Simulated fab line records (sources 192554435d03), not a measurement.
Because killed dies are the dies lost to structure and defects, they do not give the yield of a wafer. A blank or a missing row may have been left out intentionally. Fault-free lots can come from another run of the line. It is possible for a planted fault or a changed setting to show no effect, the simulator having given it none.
Matching of chambers || flow n5Finfet || N5_FIN_CUT_STRIP_24 on rieDiel-06 has 4 sister chambers
The step strips in CF4. 24 wafers are shown with their chamber, then 12 later ones without.

## WAFERS PAIRED WITH THEIR CHAMBERS
{"wafer": "L075.3", "chamber": 0, "showerheadPlenumPTorr (Torr)": 1.86, "throttleValvePct (%)": 14.00, "drypumpMotorCurrentA (A)": 5.5}
{"wafer": "L075.4", "chamber": 2, "showerheadPlenumPTorr (Torr)": 1.74, "throttleValvePct (%)": 13.69, "drypumpMotorCurrentA (A)": 5.5}
{"wafer": "L075.6", "chamber": 2, "showerheadPlenumPTorr (Torr)": 1.74, "throttleValvePct (%)": 13.67, "drypumpMotorCurrentA (A)": 5.4}
{"wafer": "L076.2", "chamber": 0, "showerheadPlenumPTorr (Torr)": 1.86, "throttleValvePct (%)": 13.99, "drypumpMotorCurrentA (A)": 5.5}
{"wafer": "L076.4", "chamber": 3, "showerheadPlenumPTorr (Torr)": 1.72, "throttleValvePct (%)": 13.31, "drypumpMotorCurrentA (A)": 6.4}
{"wafer": "L076.6", "chamber": 1, "showerheadPlenumPTorr (Torr)": 1.75, "throttleValvePct (%)": 13.71, "drypumpMotorCurrentA (A)": 6.0}
{"wafer": "L078.3", "chamber": 3, "showerheadPlenumPTorr (Torr)": 1.71, "throttleValvePct (%)": 13.33, "drypumpMotorCurrentA (A)": 6.4}
{"wafer": "L078.4", "chamber": 1, "showerheadPlenumPTorr (Torr)": 1.75, "throttleValvePct (%)": 13.73, "drypumpMotorCurrentA (A)": 5.9}
{"wafer": "L078.5", "chamber": 0, "showerheadPlenumPTorr (Torr)": 1.86, "throttleValvePct (%)": 14.02, "drypumpMotorCurrentA (A)": 5.5}
{"wafer": "L082.2", "chamber": 0, "showerheadPlenumPTorr (Torr)": 1.86, "throttleValvePct (%)": 14.03, "drypumpMotorCurrentA (A)": 5.5}
{"wafer": "L082.3", "chamber": 1, "showerheadPlenumPTorr (Torr)": 1.74, "throttleValvePct (%)": 13.72, "drypumpMotorCurrentA (A)": 5.9}
{"wafer": "L082.6", "chamber": 0, "showerheadPlenumPTorr (Torr)": 1.86, "throttleValvePct (%)": 14.02, "drypumpMotorCurrentA (A)": 5.5}
{"wafer": "L083.1", "chamber": 1, "showerheadPlenumPTorr (Torr)": 1.74, "throttleValvePct (%)": 13.72, "drypumpMotorCurrentA (A)": 5.9}
{"wafer": "L083.3", "chamber": 3, "showerheadPlenumPTorr (Torr)": 1.71, "throttleValvePct (%)": 13.33, "drypumpMotorCurrentA (A)": 6.3}
{"wafer": "L083.6", "chamber": 1, "showerheadPlenumPTorr (Torr)": 1.74, "throttleValvePct (%)": 13.72, "drypumpMotorCurrentA (A)": 5.9}
{"wafer": "L084.4", "chamber": 2, "showerheadPlenumPTorr (Torr)": 1.73, "throttleValvePct (%)": 13.73, "drypumpMotorCurrentA (A)": 5.5}
{"wafer": "L084.5", "chamber": 2, "showerheadPlenumPTorr (Torr)": 1.73, "throttleValvePct (%)": 13.72, "drypumpMotorCurrentA (A)": 5.5}
{"wafer": "L084.6", "chamber": 3, "showerheadPlenumPTorr (Torr)": 1.71, "throttleValvePct (%)": 13.34, "drypumpMotorCurrentA (A)": 6.4}
{"wafer": "L085.4", "chamber": 1, "showerheadPlenumPTorr (Torr)": 1.74, "throttleValvePct (%)": 13.74, "drypumpMotorCurrentA (A)": 6.0}
{"wafer": "L085.5", "chamber": 0, "showerheadPlenumPTorr (Torr)": 1.86, "throttleValvePct (%)": 14.03, "drypumpMotorCurrentA (A)": 5.5}
{"wafer": "L085.6", "chamber": 1, "showerheadPlenumPTorr (Torr)": 1.74, "throttleValvePct (%)": 13.73, "drypumpMotorCurrentA (A)": 5.9}
{"wafer": "L088.2", "chamber": 2, "showerheadPlenumPTorr (Torr)": 1.73, "throttleValvePct (%)": 13.74, "drypumpMotorCurrentA (A)": 5.4}
{"wafer": "L088.3", "chamber": 3, "showerheadPlenumPTorr (Torr)": 1.71, "throttleValvePct (%)": 13.37, "drypumpMotorCurrentA (A)": 6.4}
{"wafer": "L088.6", "chamber": 3, "showerheadPlenumPTorr (Torr)": 1.71, "throttleValvePct (%)": 13.37, "drypumpMotorCurrentA (A)": 6.4}

SIGNATURES (means of the wafers above)
{"reading": "showerheadPlenumPTorr", "chamber 0": 1.8600, "chamber 1": 1.7429, "chamber 2": 1.7340, "chamber 3": 1.7117, "scatter within a chamber": 0.00416}
{"reading": "throttleValvePct", "chamber 0": 14.0150, "chamber 1": 13.7243, "chamber 2": 13.7100, "chamber 3": 13.3417, "scatter within a chamber": 0.0203}
{"reading": "drypumpMotorCurrentA", "chamber 0": 5.500, "chamber 1": 5.929, "chamber 2": 5.460, "chamber 3": 6.383, "scatter within a chamber": 0.0416}
Rule: a wafer lies at a distance from a chamber equal to the root of the sum of squares, over the readings, of (its reading less the chamber's mean, divided by the reading's scatter). If the next closest chamber is less than 2 further off than the closest, the wafer can't be placed; otherwise it belongs to the closest. The scatter: the root of (the sum of the squares of (reading less its chamber's mean) over the shown wafers, divided by (wafers less chambers)).

## WAFERS WITH NO CHAMBER GIVEN
{"wafer": "L094.1", "showerheadPlenumPTorr (Torr)": 1.73, "throttleValvePct (%)": 13.76, "drypumpMotorCurrentA (A)": 5.5}
{"wafer": "L094.2", "showerheadPlenumPTorr (Torr)": 1.74, "throttleValvePct (%)": 13.76, "drypumpMotorCurrentA (A)": 5.9}
{"wafer": "L094.4", "showerheadPlenumPTorr (Torr)": 1.71, "throttleValvePct (%)": 13.37, "drypumpMotorCurrentA (A)": 6.4}
{"wafer": "L095.2", "showerheadPlenumPTorr (Torr)": 1.85, "throttleValvePct (%)": 14.08, "drypumpMotorCurrentA (A)": 5.5}
{"wafer": "L095.4", "showerheadPlenumPTorr (Torr)": 1.73, "throttleValvePct (%)": 13.77, "drypumpMotorCurrentA (A)": 5.4}
{"wafer": "L095.6", "showerheadPlenumPTorr (Torr)": 1.85, "throttleValvePct (%)": 14.08, "drypumpMotorCurrentA (A)": 5.5}
{"wafer": "L096.2", "showerheadPlenumPTorr (Torr)": 1.71, "throttleValvePct (%)": 13.38, "drypumpMotorCurrentA (A)": 6.4}
{"wafer": "L096.3", "showerheadPlenumPTorr (Torr)": 1.85, "throttleValvePct (%)": 14.08, "drypumpMotorCurrentA (A)": 5.5}
{"wafer": "L096.5", "showerheadPlenumPTorr (Torr)": 1.85, "throttleValvePct (%)": 14.08, "drypumpMotorCurrentA (A)": 5.5}
{"wafer": "L097.4", "showerheadPlenumPTorr (Torr)": 1.73, "throttleValvePct (%)": 13.78, "drypumpMotorCurrentA (A)": 5.4}
{"wafer": "L097.5", "showerheadPlenumPTorr (Torr)": 1.85, "throttleValvePct (%)": 14.08, "drypumpMotorCurrentA (A)": 5.5}
{"wafer": "L097.6", "showerheadPlenumPTorr (Torr)": 1.74, "throttleValvePct (%)": 13.78, "drypumpMotorCurrentA (A)": 5.9}

## WHICH CHAMBER EACH WENT THROUGH
{"wafer": "L094.1", "from the rows above": 2, "in truth": 2}
{"wafer": "L094.2", "from the rows above": 1, "in truth": 1}
{"wafer": "L094.4", "from the rows above": 3, "in truth": 3}
{"wafer": "L095.2", "from the rows above": 0, "in truth": 0}
{"wafer": "L095.4", "from the rows above": 2, "in truth": 2}
{"wafer": "L095.6", "from the rows above": 0, "in truth": 0}
{"wafer": "L096.2", "from the rows above": 3, "in truth": 3}
{"wafer": "L096.3", "from the rows above": 0, "in truth": 0}
{"wafer": "L096.5", "from the rows above": 0, "in truth": 0}
{"wafer": "L097.4", "from the rows above": 2, "in truth": 2}
{"wafer": "L097.5", "from the rows above": 0, "in truth": 0}
{"wafer": "L097.6", "from the rows above": 1, "in truth": 1}
Correctly placed: 12 of 12. Not placeable from these rows: 0. 0 placed wrongly.
